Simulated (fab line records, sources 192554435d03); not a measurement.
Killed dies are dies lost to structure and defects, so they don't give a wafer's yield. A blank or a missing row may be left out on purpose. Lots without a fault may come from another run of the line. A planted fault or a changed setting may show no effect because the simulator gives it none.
A struck lot beside a sound one | flow n5_finfet | 15 steps out of a route of 1938
Sound: wafers L383.2, L383.3, L383.6. Struck: wafers L397.1, L397.2, L397.5. The cause comes at the end.
At each step with rows: each side's tool, then ch and its chambers, then its first start. Under that, the readings that differ: sound wafers | struck wafers | difference of the means | sigmas: that difference in standard deviations of wafers without a fault.
alike: readings whose means differ by less than 2 such deviations, and words and numbers that are the same on both sides. not compared: withheld readings, readings that some wafer has no value for, bounds like >300 that may hide the same value, and numbers for which the record gives no deviation and whose values overlap.
The two part at a step that has a row with sigmas, a row that says differs or no value, or rows on one side only. Numbers that don't overlap but have no deviation are shown without sigmas and don't part them. A reading that every wafer of one side lacks parts them only if that side has two wafers or more.

first, 8 steps without rows for these wafers: N5_BEOL_M12_COAT_66 (time 60 s, resist thk 110 nm); N5_BEOL_M12_COAT_22 (resist thk 300 nm); N5_BEOL_M12_EBR_24; N5_BEOL_M12_SOFTBAKE_23 (time 60 s); N5_BEOL_M12_EXPOSE_25 (exposes mask M12); N5_BEOL_M12_PEB_26 (peb time 90 s); N5_BEOL_M12_DEVELOP_27 (develop time 45 s); N5_BEOL_M12_HARDBAKE_32 (time 120 s).
N5_BEOL_M12_CD_MEAS_28: target cd 160.2 nm.
  sound on cd_sem-02 ch 0, day 10 22:14; struck on cd_sem-01 ch 0, day 15 03:44
  alike: cd_nm
N5_BEOL_M12_OVL_MEAS_29:
  sound on overlay-02 ch 0, day 10 22:15; struck on overlay-02 ch 0, day 15 03:46
  alike: M12_OVL
N5_BEOL_M12_INSPECT_30: inspects for defects (macro).
  sound on defect_inspect-01, day 10 22:17; struck on defect_inspect-02, day 15 03:47
  alike: raw_defect_count
N5_BEOL_M12_DESCUM_33: chemistry O2, time 7.9 s.
  sound on rie_diel-04 ch 0,1,3, day 10 22:34; struck on rie_diel-04 ch 0,1,2, day 15 03:52
  alike: drypump_motor_current_A, oes_product_au, rf_vpp_V, showerhead_plenum_p_Torr, throttle_valve_pct
  not compared: rf_hours_counter_h
N5_BEOL_M12_ETCH_67: etches SiARC in CF4, target depth 143 nm, time 238.3 s.
  sound on rie_diel-04 ch 0,1,3, day 10 22:36; struck on rie_diel-04 ch 0,1,2, day 15 03:55
  reading               | sound             | struck            | difference | sigmas
  etch_rf_on_time_s (s) | 245 240 235       | 317 307 309       | +71        | +10
  rf_vpp_V (V)          | 182.8 184.9 184.2 | 201.4 203.0 201.6 | +18.0      | +14
  alike: drypump_motor_current_A, oes_product_au, showerhead_plenum_p_Torr, throttle_valve_pct
  not compared: rf_hours_counter_h
N5_BEOL_M12_ETCH_68: etches SOC in N2/H2, time 285 s.
  sound on rie_diel-04 ch 0,1,3, day 10 22:45; struck on rie_diel-04 ch 0,1,2, day 15 04:04
  alike: drypump_motor_current_A, oes_product_au, rf_vpp_V, showerhead_plenum_p_Torr, throttle_valve_pct
  not compared: rf_hours_counter_h
-- the record jumps here: 2 days lie between the struck wafers' starts before and after (it left off in module BEOL_M12 and takes up again in module PASSIVATION, whose first step shown is number 1936 of the route) --
N5_PASSIVATION_PROBE_49:
  sound on prober-02, day 12 20:34; struck on prober-02, day 17 06:11
  alike: defect_limited_yield, killed_at_M0_to_M3, killed_at_M4_up, killed_at_contacts, killed_at_front_end, killed_at_other, killed_dies, killed_open, killed_short, sort_bin_5_function, sort_bin_6_memory, sort_bin_8_speed, sort_n_pass, sort_yield_pct

WHERE THEY PART
Only at N5_BEOL_M12_ETCH_67, within this record. Later steps at which nothing parts them and some readings are alike: N5_BEOL_M12_ETCH_68, N5_PASSIVATION_PROBE_49.

WHY: what the simulator had put in
Process parameter drift: rie_diel-04, from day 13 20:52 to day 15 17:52, at N5_BEOL_M12_ETCH_67. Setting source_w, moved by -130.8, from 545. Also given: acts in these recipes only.
